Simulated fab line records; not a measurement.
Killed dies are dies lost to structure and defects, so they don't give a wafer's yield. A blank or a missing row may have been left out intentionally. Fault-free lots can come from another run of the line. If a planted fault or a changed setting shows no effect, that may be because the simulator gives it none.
fab line records | flow nand-harc
record: lots: 6 | wafers: 18 | last-day: 33
route steps=1302 shown A_M1@1189 A_BONDPAD@1202
lots with no fault: from the same line, run without faults
start-h: the number of hours between the record's first day and the start of the first shown wafer of the lot | wait-h: hours from the lot's prior step to this one | " repeats the value in the row above | L1.1+2: a row that stands for several wafers | - no value present, or no start provided | * or withheld: withheld | < > ~ a bound
route shown NAME@n: names a module that has steps shown in the file, with the first one's number in the route | usual: mean/standard deviation of fault-free wafers | same: alike in all rows | chamber/n: place in a boat | sites: per-site readings | _std_site: their standard deviation | _edge_site: the outer-site mean with the inner-site mean subtracted | radius-mm: for every site, how far away it sits from the centre of the wafer | mask NAME#n: copy n | behind: tool/chamber where the wafer was last shaped | hold: reason for holding the lot/hours on hold/outcome of the hold | device: transistor that didn't switch, given as n, p or np | end of line: the route-end tests of the same wafers | a step with no rows: only its recipe | killed: the dies lost at the first sort to structure and to defects; this is not the yield of the wafer | map: dies across one wafer; x = killed, . = not, _ = none there
set.NAME: setting as actually run; set.NAME@STEP: the setting as run at that earlier step | model.NAME: the simulator's own value behind a step, which no gauge read
lots at some steps of the route; a table a step, a row a wafer
services: from which hour (start-h, from the record's first day; less than 0 if before it) a tool's chamber was out of use, for how many hours, and why
== steps ==
step: NHARC_A_M1_DEGAS_29
recipe: temp-c: 250 | time-s: 60
usual: heater-power-w: 336/30
lot.wafer | tool           | chamber | start-h | wait-h | heater-power-w
L642.4    | pvd-sputter-03 | -       | 590.70  | -      | 355
L642.1    | "              | -       | "       | "      | 291
L642.5    | "              | -       | "       | "      | 349
L645.2    | pvd-sputter-03 | -       | 628.29  | -      | 344
L645.1    | "              | -       | "       | "      | 288
L645.6    | "              | -       | "       | "      | 353
L647.4    | pvd-sputter-02 | -       | 635.61  | -      | 321
L647.3    | "              | -       | "       | "      | 307
L647.6    | "              | -       | "       | "      | 331
L650.3    | pvd-sputter-03 | -       | 659.63  | -      | 350
L650.2    | "              | -       | "       | "      | 288
L650.6    | "              | -       | "       | "      | 293
L654.3    | pvd-sputter-01 | -       | 717.72  | -      | 357
L654.5    | "              | -       | "       | "      | 358
L654.6    | "              | -       | "       | "      | 334
L656.1    | pvd-sputter-01 | -       | 748.77  | -      | 341
L656.5    | "              | -       | "       | "      | 322
L656.6    | "              | -       | "       | "      | 406
step: NHARC_A_M1_PRE_CLEAN_30
recipe: time-s: 30 | temp-c: 280 | gas: H2/He
step: NHARC_A_M1_PVD_20
recipe: target-thk-a: 50 | bias-v: 168.6 | power-w: 15000 | chamber-pressure-pa: 0.12 | time-s: 8.06 | substrate-temp-c: 50 | material: TaN
step: NHARC_A_M1_PVD_21
recipe: target-thk-a: 300 | chamber-pressure-pa: 5 | power-w: 5000 | substrate-temp-c: 30 | time-s: 20.49 | material: Cu
step: NHARC_A_M1_ECD_22
recipe: target-thk-a: 4000 | bath-temp-c: 25 | material: Cu
step: NHARC_A_M1_ANNEAL_31
recipe: temp-c: 225 | time-s: 90
usual: wafer_temp_C_max: 225.75/0.27
lot.wafer | tool          | chamber | start-h | wait-h | wafer_temp_C_max
L642.1    | rtp-anneal-02 | 0       | 591.43  | 0.3    | 226.06
L642.4    | "             | 0       | "       | "      | 226.17
L642.5    | "             | 0       | "       | "      | 226.37
L645.1    | rtp-anneal-01 | 0       | 629.02  | -      | 225.61
L645.2    | "             | 0       | "       | "      | 225.27
L645.6    | "             | 0       | "       | "      | 225.86
L647.3    | rtp-anneal-02 | 0       | 636.44  | -      | 225.67
L647.4    | "             | 0       | "       | "      | 225.93
L647.6    | "             | 0       | "       | "      | 226.02
L650.2    | rtp-anneal-02 | 0       | 660.43  | 0.3    | 225.71
L650.3    | "             | 0       | "       | "      | 225.63
L650.6    | "             | 0       | "       | "      | 225.92
L654.3    | rtp-anneal-01 | 0       | 718.57  | 0.3    | 225.38
L654.5    | "             | 0       | "       | "      | 225.27
L654.6    | "             | 0       | "       | "      | 225.60
L656.1    | rtp-anneal-01 | 0       | 749.48  | -      | 225.55
L656.5    | "             | 0       | "       | "      | 225.95
L656.6    | "             | 0       | "       | "      | 225.48
step: NHARC_A_M1_CMP_23
recipe: t-overpolish-s: 20 | target-thk-nm: 154.34
usual: motor-current-A: 12.8/0.96 | time-to-endpoint-s: 29/3.6
lot.wafer | tool   | chamber | start-h | wait-h | motor-current-A | time-to-endpoint-s
L642.4    | cmp-03 | 2       | 591.83  | -      | 12.7            | 29
L642.1    | "      | 3       | "       | "      | 11.1            | 33
L642.5    | "      | 0       | "       | "      | 13.3            | 30
L645.2    | cmp-02 | 3       | 629.39  | -      | 13.7            | 31
L645.1    | "      | 1       | "       | "      | 12.1            | 38
L645.6    | "      | 3       | "       | "      | 12.9            | 34
L647.4    | cmp-03 | 1       | 636.74  | -      | 14.2            | 27
L647.3    | "      | 2       | "       | "      | 13.2            | 28
L647.6    | "      | 3       | "       | "      | 11.8            | 32
L650.2    | cmp-02 | 0       | 660.75  | -      | 14.5            | 27
L650.3    | "      | 1       | "       | "      | 11.8            | 38
L650.6    | "      | 3       | "       | "      | 12.5            | 34
L654.3    | cmp-02 | 2       | 718.89  | -      | 13.6            | 33
L654.5    | "      | 3       | "       | "      | 12.9            | 34
L654.6    | "      | 0       | "       | "      | 13.9            | 25
L656.1    | cmp-04 | 2       | 749.91  | -      | 12.6            | 30
L656.5    | "      | 3       | "       | "      | 12.7            | 30
L656.6    | "      | 0       | "       | "      | 12.0            | 30
step: NHARC_A_M1_THK_MEAS_24
recipe: thk-meas-gauge: xrf
usual: thk-nm: 154.3/2
lot.wafer | tool          | chamber | start-h | wait-h | thk-nm
L642.1    | film-metro-02 | -       | 592.09  | -      | 152.3
L642.4    | "             | -       | "       | "      | 153.3
L642.5    | "             | -       | "       | "      | 154.6
L645.1    | film-metro-01 | -       | 629.68  | -      | 156.8
L645.2    | "             | -       | "       | "      | 156.3
L645.6    | "             | -       | "       | "      | 156.3
L647.3    | film-metro-02 | -       | 637.00  | -      | 153.8
L647.4    | "             | -       | "       | "      | 151.7
L647.6    | "             | -       | "       | "      | 154.9
L650.2    | film-metro-01 | -       | 661.03  | -      | 153.8
L650.3    | "             | -       | "       | "      | 157.4
L650.6    | "             | -       | "       | "      | 155.3
L654.3    | film-metro-01 | -       | 719.12  | -      | 156.0
L654.5    | "             | -       | "       | "      | 157.6
L654.6    | "             | -       | "       | "      | 153.6
L656.1    | film-metro-02 | -       | 750.14  | -      | 158.6
L656.5    | "             | -       | "       | "      | 154.4
L656.6    | "             | -       | "       | "      | 155.9
step: NHARC_A_M1_SRD_25
step: NHARC_A_M1_INSPECT_27
usual: raw-defect-count: 542/130
lot.wafer | tool              | chamber | start-h | wait-h | raw-defect-count
L642.1    | defect-inspect-02 | -       | 592.25  | 0.0    | 436
L642.4    | "                 | -       | "       | "      | 499
L642.5    | "                 | -       | "       | "      | 503
L645.1    | defect-inspect-01 | -       | 629.84  | 0.0    | 539
L645.2    | "                 | -       | "       | "      | 587
L645.6    | "                 | -       | "       | "      | 543
L647.3    | defect-inspect-01 | -       | 637.16  | 0.0    | 422
L647.4    | "                 | -       | "       | "      | 374
L647.6    | "                 | -       | "       | "      | 473
L650.2    | defect-inspect-01 | -       | 661.19  | 0.0    | 581
L650.3    | "                 | -       | "       | "      | 464
L650.6    | "                 | -       | "       | "      | 687
L654.3    | defect-inspect-02 | -       | 719.28  | 0.0    | 439
L654.5    | "                 | -       | "       | "      | 672
L654.6    | "                 | -       | "       | "      | 602
L656.1    | defect-inspect-01 | -       | 750.30  | 0.0    | 335
L656.5    | "                 | -       | "       | "      | 345
L656.6    | "                 | -       | "       | "      | 334
step: NHARC_A_M1_PRE_CLEAN_32
recipe: time-s: 12 | temp-c: 370 | rf-power-w: 300 | gas: NH3
usual: heater-power-w: 670/78
lot.wafer | tool     | chamber | start-h | wait-h | heater-power-w
L642.1    | pecvd-04 | 2       | 592.31  | 0.1    | 576
L642.5    | "        | 2       | "       | "      | 578
L642.4    | "        | 0       | "       | "      | 661
L645.1    | pecvd-01 | 1       | 629.92  | 0.1    | 642
L645.2    | "        | 2       | "       | "      | 789
L645.6    | "        | 2       | "       | "      | 761
L647.3    | pecvd-01 | 0       | 637.25  | 0.1    | 622
L647.4    | "        | 1       | "       | "      | 730
L647.6    | "        | 2       | "       | "      | 819
L650.2    | pecvd-01 | 0       | 661.27  | 0.1    | 655
L650.3    | "        | 1       | "       | "      | 602
L650.6    | "        | 1       | "       | "      | 591
L654.3    | pecvd-01 | 1       | 719.35  | 0.1    | 667
L654.6    | "        | 1       | "       | "      | 658
L654.5    | "        | 2       | "       | "      | 814
L656.1    | pecvd-04 | 1       | 750.38  | 0.1    | 655
L656.6    | "        | 1       | "       | "      | 676
L656.5    | "        | 2       | "       | "      | 650
step: NHARC_A_M1_DEP_33
recipe: target-thk-a: 300 | temp-c: 370 | target-thk-nm: 30 | pressure-torr: 3 | flow-sccm: 200 | rf-w: 450 | material: SiCN
usual: chamber-pressure-Torr: 2.999/0.006 | heater-power-outer-w: 368/49 | heater-power-w: 627/82
lot.wafer | tool     | chamber | start-h | wait-h | chamber-pressure-Torr | heater-power-outer-w | heater-power-w
L642.1    | pecvd-04 | 2       | 592.39  | 0.1    | 3.006                 | 323                  | 482
L642.5    | "        | 2       | "       | "      | 3.002                 | 321                  | 498
L642.4    | "        | 0       | "       | "      | 2.989                 | 441                  | 716
L645.1    | pecvd-01 | 1       | 630.03  | 0.1    | 3.004                 | 366                  | 657
L645.2    | "        | 2       | "       | "      | 2.995                 | 425                  | 745
L645.6    | "        | 2       | "       | "      | 3.004                 | 422                  | 735
L647.3    | pecvd-01 | 0       | 637.39  | 0.1    | -                     | -                    | -
L647.4    | "        | 1       | "       | "      | -                     | -                    | -
L647.6    | "        | 2       | "       | "      | -                     | -                    | -
L650.2    | pecvd-01 | 0       | 661.38  | 0.1    | -                     | -                    | -
L650.3    | "        | 1       | "       | "      | -                     | -                    | -
L650.6    | "        | 1       | "       | "      | -                     | -                    | -
L654.3    | pecvd-01 | 1       | 719.42  | 0.1    | 3.008                 | 345                  | 610
L654.6    | "        | 1       | "       | "      | 2.998                 | 345                  | 597
L654.5    | "        | 2       | "       | "      | 2.992                 | 402                  | 709
L656.1    | pecvd-04 | 1       | 750.49  | 0.1    | 2.994                 | 409                  | 734
L656.6    | "        | 1       | "       | "      | 3.000                 | 407                  | 723
L656.5    | "        | 2       | "       | "      | 2.994                 | 405                  | 577
step: NHARC_A_BONDPAD_DEP_00
recipe: target-thk-a: 2500 | temp-c: 370 | target-thk-nm: 250 | pressure-torr: 3 | flow-sccm: 200 | rf-w: 450 | material: SiCN
usual: chamber-pressure-Torr: 3.000/0.0069 | heater-power-outer-w: 325/60 | heater-power-w: 574/78
lot.wafer | tool     | chamber | start-h | wait-h | chamber-pressure-Torr | heater-power-outer-w | heater-power-w
L642.1    | pecvd-04 | 1       | -       | -      | 3.003                 | 389                  | 703
L642.4    | "        | 2       | "       | "      | 3.009                 | 374                  | 588
L642.5    | "        | 0       | "       | "      | 2.991                 | 377                  | 635
L645.2    | pecvd-03 | 2       | 630.58  | -      | 3.004                 | 400                  | 679
L645.1    | "        | 0       | "       | "      | 3.007                 | 283                  | 521
L645.6    | "        | 2       | "       | "      | 3.001                 | 287                  | 564
L647.3    | pecvd-02 | 0       | 637.85  | -      | 2.998                 | 328                  | 577
L647.4    | "        | 1       | "       | "      | 3.001                 | 359                  | 618
L647.6    | "        | 2       | "       | "      | 3.000                 | 392                  | 623
L650.2    | pecvd-02 | 2       | 661.89  | -      | 3.000                 | 357                  | 560
L650.3    | "        | 1       | "       | "      | 3.000                 | 329                  | 580
L650.6    | "        | 0       | "       | "      | 2.989                 | 339                  | 574
L654.3    | pecvd-03 | 0       | 720.07  | -      | 2.997                 | 306                  | 549
L654.6    | "        | 1       | "       | "      | 2.988                 | 235                  | 485
L654.5    | "        | 0       | "       | "      | 3.000                 | 310                  | 561
L656.1    | pecvd-02 | 1       | 751.09  | -      | 3.007                 | 361                  | 637
L656.5    | "        | 0       | "       | "      | 2.995                 | 327                  | 575
L656.6    | "        | 1       | "       | "      | 3.002                 | 393                  | 650
== services ==
tool           | chamber | start-h | hours | kind
pecvd-02       | 0       | 569.85  | 11.1  | repair
pvd-sputter-01 | -       | 582.01  | 10.0  | pm
pecvd-02       | -       | 589.03  | 13.0  | pm
cmp-04         | -       | 623.24  | 2.1   | repair
cmp-02         | -       | 624.60  | 4.0   | pm
pecvd-04       | -       | 631.04  | 13.0  | pm
cmp-04         | -       | 636.32  | 4.0   | pm
pvd-sputter-02 | -       | 638.10  | 10.0  | pm
pvd-sputter-02 | -       | 648.14  | 2.0   | repair
cmp-03         | -       | 652.71  | 4.0   | pm
pvd-sputter-01 | -       | 654.64  | 2.0   | repair
pvd-sputter-01 | -       | 659.33  | 2.8   | repair
pecvd-01       | -       | 673.34  | 13.0  | pm
cmp-04         | -       | 678.39  | 1.2   | repair
cmp-03         | -       | 683.19  | 2.6   | repair
pvd-sputter-02 | -       | 708.81  | 0.8   | repair
cmp-03         | -       | 709.32  | 1.8   | repair
cmp-02         | -       | 722.62  | 4.0   | pm
cmp-03         | -       | 726.41  | 2.6   | repair
pecvd-03       | -       | 730.41  | 13.0  | pm
pvd-sputter-01 | -       | 737.87  | 2.6   | repair
pvd-sputter-03 | -       | 743.34  | 10.0  | pm
rtp-anneal-02  | -       | 744.07  | 12.0  | pm
cmp-03         | -       | 750.71  | 4.0   | pm
== key ==
first-sign: step: NHARC_A_M1_DEP_33 | reading: tool-record | direction: missing
effect none on later readings
met-at NHARC_A_M1_DEP_33
struck-wafers L647.3,L647.4,L647.6,L650.2,L650.3,L650.6
tester-left-out L650
onset-between 630.03 637.39
earlier-fault: kind: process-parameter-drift | tool: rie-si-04 | chamber: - | onset-h: 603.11 | steps: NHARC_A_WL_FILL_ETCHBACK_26 | channel: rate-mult | offset: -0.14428 | shape: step
fault: kind: skipped-step-whole | tool: pecvd-01 | chamber: - | onset-h: 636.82 | steps: NHARC_A_M1_DEP_33 | scope: struck-lots-only
tester-left-out: of these lots the tester's yield and bins aren't shown, on N5 and GAA mostly nor the transistor test; their killed dies are dies lost to structure and defects alone, not to doping, threshold or leakage, so they don't give the yield
